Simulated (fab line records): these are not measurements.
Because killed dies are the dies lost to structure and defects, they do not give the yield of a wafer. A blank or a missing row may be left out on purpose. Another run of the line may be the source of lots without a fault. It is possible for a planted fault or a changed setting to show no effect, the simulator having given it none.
8D (eight disciplines) problem report, filled in by code :: flow n5Finfet :: the parts of the form that need people (team, actions taken, sign-off) are left out

## 1. WHAT WENT WRONG
At N5_PASSIVATION_PROBE_49, killedAtFrontEnd averages 151 over 6 wafers from 2 lots, while fault-free wafers read 41, standard deviation 14. That is +7.8 standard deviations from the usual mean.
First seen on wafer L141.1, day 15 01:03, on prober-01. The record holds 12 wafers of 4 lots with a number at this step. Rule for "out" (also "out of limits"): further than 4 standard deviations from the usual mean. The rest of the wafers with a number are treated as sound.

## 2. WHAT THIS IS AND IS NOT
question: which readings at this step
is: killedAtFrontEnd, defectLimitedYield, killedDies, sort_bin_5_function, sortNPass, sortYieldPct
is not: killed_at_M0_to_M3, killed_at_M4_up, killedAtContacts, killedAtOther, killedOpen, killedShort, sort_bin_6_memory, sort_bin_8_speed

question: which lots
is: L141, L143
is not: L148, L155

question: which wafers of those lots
is: all that have a number
is not: -

question: read on which tools
is: prober-01
is not: prober-02

question: when
is: from day 15 01:03
is not: up to then (0 sound wafers); but 6 sound wafers of L148, L155 came after

## 3. WHAT RULES OUT EACH SUSPECT
Counting: a tool at any process step up to the reading remains a suspect when it ran all the lots that are out and ran no sound lot after the first of those.
- aldMetal-02 at N5_HKMG_FIN_ALD_91 (deposits TiN, target thk 1 nm, pulse time 1 s, purge time 3 s): kept. It ran every lot that is out, first L141 (day 6 13:26), and no sound lot after that.
- prober-01 at N5_PASSIVATION_PROBE_49: ruled out as a lasting fault. After its first lot that is out, L141 (day 15 01:03), sound lots L148 ran on it.
Remaining after the count: aldMetal-02 at N5_HKMG_FIN_ALD_91.

## 4. THE CAUSE (what the simulator had put in)
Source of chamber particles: aldMetal-02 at N5_HKMG_FIN_ALD_91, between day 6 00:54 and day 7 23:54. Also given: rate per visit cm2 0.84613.
Counting left only this tool.

## 5. THE CHAIN OF EFFECTS, in route order
Each row: a reading whose mean over the struck wafers that have a number lies more than 3 standard deviations from the usual. Readings are gone through only where the record gives a usual standard deviation; hours: the median, over the lots, of the time from a lot's start at the first step in this table giving one to that lot's start at this step; sigmas: the change measured in usual standard deviations.
hours: 0
step: N5_PASSIVATION_PROBE_49
reading: defectLimitedYield
usual: 91.1 %
on struck wafers: 82.8
change: -8.3
sigmas: -5.5

hours: 0
step: N5_PASSIVATION_PROBE_49
reading: killedAtFrontEnd
usual: 41
on struck wafers: 151
change: +110
sigmas: +7.8

hours: 0
step: N5_PASSIVATION_PROBE_49
reading: killedDies
usual: 105
on struck wafers: 203
change: +98
sigmas: +5.8

hours: 0
step: N5_PASSIVATION_PROBE_49
reading: sort_bin_5_function
usual: 5.1 %
on struck wafers: 10.7
change: +5.6
sigmas: +5.8

hours: 0
step: N5_PASSIVATION_PROBE_49
reading: sortNPass
usual: 1075
on struck wafers: 977
change: -98
sigmas: -5.8

hours: 0
step: N5_PASSIVATION_PROBE_49
reading: sortYieldPct
usual: 91.1 %
on struck wafers: 82.8
change: -8.3
sigmas: -5.5
It contains these process steps:
- N5_PASSIVATION_PROBE_49

## 6. WHAT WOULD HAVE CAUGHT IT SOONER
The fault began at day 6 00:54; the first out-of-limits reading in this record came at day 15 01:03, 216 hours later.
No tool reading at N5_HKMG_FIN_ALD_91 that has a usual standard deviation in the record was out on any struck wafer, so an alarm limit of 4 standard deviations on those readings would not have fired.
The start of N5_HKMG_FIN_ALD_91 on aldMetal-02 came by day 15 01:03 for every one of the lots that are out (2). Tool hold at that time: it would have spared none of them.
